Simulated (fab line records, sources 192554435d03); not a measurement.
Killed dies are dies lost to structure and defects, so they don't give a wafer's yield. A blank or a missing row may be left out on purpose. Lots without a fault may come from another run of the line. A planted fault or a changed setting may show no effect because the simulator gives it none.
Problem report in the 8D (eight disciplines) form, filled by code | flow n5_finfet | the parts of the form that need people (team, actions taken, sign-off) are left out

1. THE PROBLEM
etch_rf_on_time_s at N5_BEOL_M13_ETCH_67 reads a mean of 172 s on 3 wafers of 2 lots; wafers without a fault read 237 s with a standard deviation of 3. That is -22 standard deviations from the usual mean.
The step: etches SiARC in CF4, target depth 143 nm, time 238.3 s.
First seen on wafer L338.1, day 12 12:05, on rie_diel-06. The record holds 30 wafers of 10 lots with a number at this step. Rule for "out", or "out of limits": more than 4 standard deviations from the usual mean. The other wafers with a number count as sound.

2. WHAT IT IS AND WHAT IT IS NOT
question                    | is                     | is not
which readings at this step | etch_rf_on_time_s      | drypump_motor_current_A, rf_vpp_V, showerhead_plenum_p_Torr, throttle_valve_pct
which lots                  | L338, L340             | L336, L350, L351, L354, L356, L357, L358, L359
which wafers of those lots  | L338.1, L338.4, L340.4 | L338.3, L340.3, L340.6
read on which tools         | rie_diel-06            | rie_diel-02
when                        | from day 12 12:05      | up to then (4 sound wafers); but 23 sound wafers of L340, L350, L351, L354, L356, L357, L358, L359 came after

3. SUSPECTS, AND WHAT RULES EACH OUT
Counting: a tool at a process step up to the reading stays a suspect if it ran every lot that is out. Sound lots after the first of them don't rule it out here, since some wafers of a struck lot are sound.
- plasma_asher-01 at N5_BEOL_M13_STRIP_63 (strips in N2/H2): kept. It ran every lot that is out, first L338 (day 12 11:26); its last sound lot up to then is L336 (day 11 16:29).
- rie_diel-06 at N5_BEOL_M13_ETCH_67 (etches SiARC in CF4, target depth 143 nm, time 238.3 s): kept. It ran every lot that is out, first L338 (day 12 12:05); its last sound lot up to then is L336 (day 11 17:10). Its own readings are out on those wafers: etch_rf_on_time_s.
Left after counting: plasma_asher-01 at N5_BEOL_M13_STRIP_63, rie_diel-06 at N5_BEOL_M13_ETCH_67.

4. THE CAUSE (what the simulator had put in)
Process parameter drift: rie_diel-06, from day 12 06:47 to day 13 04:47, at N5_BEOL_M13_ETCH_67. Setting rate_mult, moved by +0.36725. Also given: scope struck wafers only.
Counting left 2 suspects, and this tool is among them.

5. THE CHAIN OF EFFECTS, in route order
Each row: a reading whose mean over the struck wafers that have a number lies more than 3 standard deviations from the usual. Only readings for which the record gives a usual standard deviation are gone through. hours: the time from each lot's start at the first step in this table that gives one to its start at this step, as a median over the lots. sigmas: the change in usual standard deviations.
hours | step                | reading           | usual | on struck wafers | change | sigmas
0     | N5_BEOL_M13_ETCH_67 | etch_rf_on_time_s | 237 s | 172              | -65    | -22
The process steps in it:
- N5_BEOL_M13_ETCH_67: etches SiARC in CF4, target depth 143 nm, time 238.3 s.

6. WHAT WOULD HAVE CAUGHT IT SOONER
In this record the first reading out of limits was taken at day 12 12:05, 5 hours after the fault began at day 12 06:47.
